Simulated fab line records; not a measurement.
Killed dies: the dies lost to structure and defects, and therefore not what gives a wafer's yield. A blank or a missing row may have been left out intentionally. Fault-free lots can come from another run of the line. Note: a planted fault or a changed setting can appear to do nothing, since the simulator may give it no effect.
A single fault, viewed from 3 desks ; flow n5Finfet ; only its own numbers are on each desk; what lay behind them is given at the end

DESK OF THE TOOL OWNER: rieDiel-04
The tool's own readings at N5_BEOL_M11_ETCH_66 (etches SOC in N2/H2, target depth 120 nm, overetch 24 nm, time 180 s): means of the sampled wafers that have a number, for each lot that ran on this tool. A lot is out of limits, marked OUT, if its mean lies more than 4 standard deviations from the usual mean; the brackets give that distance. Of its 8 readings 7 are shown: the one that was out of limits first, and those that lie furthest out on some lot.
Columns: A = drypumpMotorCurrentA at N5_BEOL_M11_ETCH_66, usual 5.7 A; B = oesProductAu at N5_BEOL_M11_ETCH_66, usual 0.67 a.u.; C = rfFwdPowerW at N5_BEOL_M11_ETCH_66, usual 837.2 W; D = runLengthS at N5_BEOL_M11_ETCH_66, usual 203.5 s; E = showerheadPlenumPTorr at N5_BEOL_M11_ETCH_66, usual 2.55 Torr; F = tempC at N5_BEOL_M11_ETCH_66, usual 40.01 C; G = throttleValvePct at N5_BEOL_M11_ETCH_66, usual 17.67 %
lot;first seen here;A;B;C;D;E;F;G
L616;day 10 16:03;5.8;0.77;838.3;203.9;2.61;39.90;17.65
L622;day 12 19:31;5.8;0.73;838.9;203.8;2.60;39.99;17.69
L627;day 13 10:44;6.2;0.76;834.4;194.3 (-18) OUT;2.56;39.93;17.56
L625;day 13 13:40;6.1;0.72;841.1;196.4 (-14) OUT;2.54;40.02;17.55
L628;day 13 22:41;5.7;0.76;833.6;197.0 (-13) OUT;2.61;39.94;17.64
L636;day 16 07:55;5.9;0.68;835.6;203.5;2.55;40.01;17.61
L637;day 16 20:29;6.1;0.68;838.3;203.7;2.55;39.95;17.59
Finding of this desk: L625, L627, L628 out of limits; the first was L627 at day 13 10:44, on runLengthS at N5_BEOL_M11_ETCH_66. L616, L622, L636, L637: within limits.

METROLOGY DESK
Lot by lot, what the gauges showed, no matter which tool ran the lot: averages of those sampled wafers that carry a number. A lot is out of limits, marked OUT, if its mean lies more than 4 standard deviations from the usual mean; the brackets give that distance.
Columns: A = cdNm at N5_BEOL_M11_CD_MEAS_28, usual 70.0 nm
lot;first seen here;A
L616;day 10 15:53;70.9
L620;day 12 12:55;70.8
L624;day 12 16:50;68.6
L622;day 12 19:21;70.7
L627;day 13 10:34;70.0
L625;day 13 13:29;69.6
L628;day 13 21:45;71.0
L634;day 15 13:25;71.2
L636;day 16 07:44;69.3
L637;day 16 20:19;69.1
L638;day 16 20:29;70.7
Finding of this desk: none of the 11 lots has anything out of limits.

THE DEFECT DESK
Per lot, the means of the sampled wafers with a number show what the inspections along the route counted. A lot is out of limits, marked OUT, if its mean lies more than 4 standard deviations from the usual mean; the brackets give that distance.
Columns: A = rawDefectCount at N5_BEOL_M11_INSPECT_30, usual 375
lot;first seen here;A
L616;day 10 15:56;342
L620;day 12 12:58;351
L624;day 12 16:53;330
L622;day 12 19:24;435
L627;day 13 10:37;552
L625;day 13 13:33;428
L628;day 13 21:48;402
L634;day 15 13:28;317
L636;day 16 07:48;453
L637;day 16 20:22;453
L638;day 16 20:32;321
Finding of this desk: none of the 11 lots has anything out of limits.

PUT TOGETHER
At day 13 10:44, on L625, L627, L628, the tool owner's desk was in a position to raise an alarm.
Metrology desk: nothing out of limits seen.
The defect desk saw nothing out of limits.
The metrology desk holds a record of L625, L627, L628, inside its limits.
The defect desk has L625, L627, L628 on record, within its limits.
The lots listed all ran N5_BEOL_M11_ETCH_66 on rieDiel-04.

WHAT HAD BEEN PUT IN BY THE SIMULATOR
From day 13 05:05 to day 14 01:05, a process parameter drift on rieDiel-04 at N5_BEOL_M11_ETCH_66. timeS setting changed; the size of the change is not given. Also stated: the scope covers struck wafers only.
Lots struck among those shown: L625, L627, L628.
Hours from the fault's start to each desk's first reading out of limits: the tool owner's desk, 6.
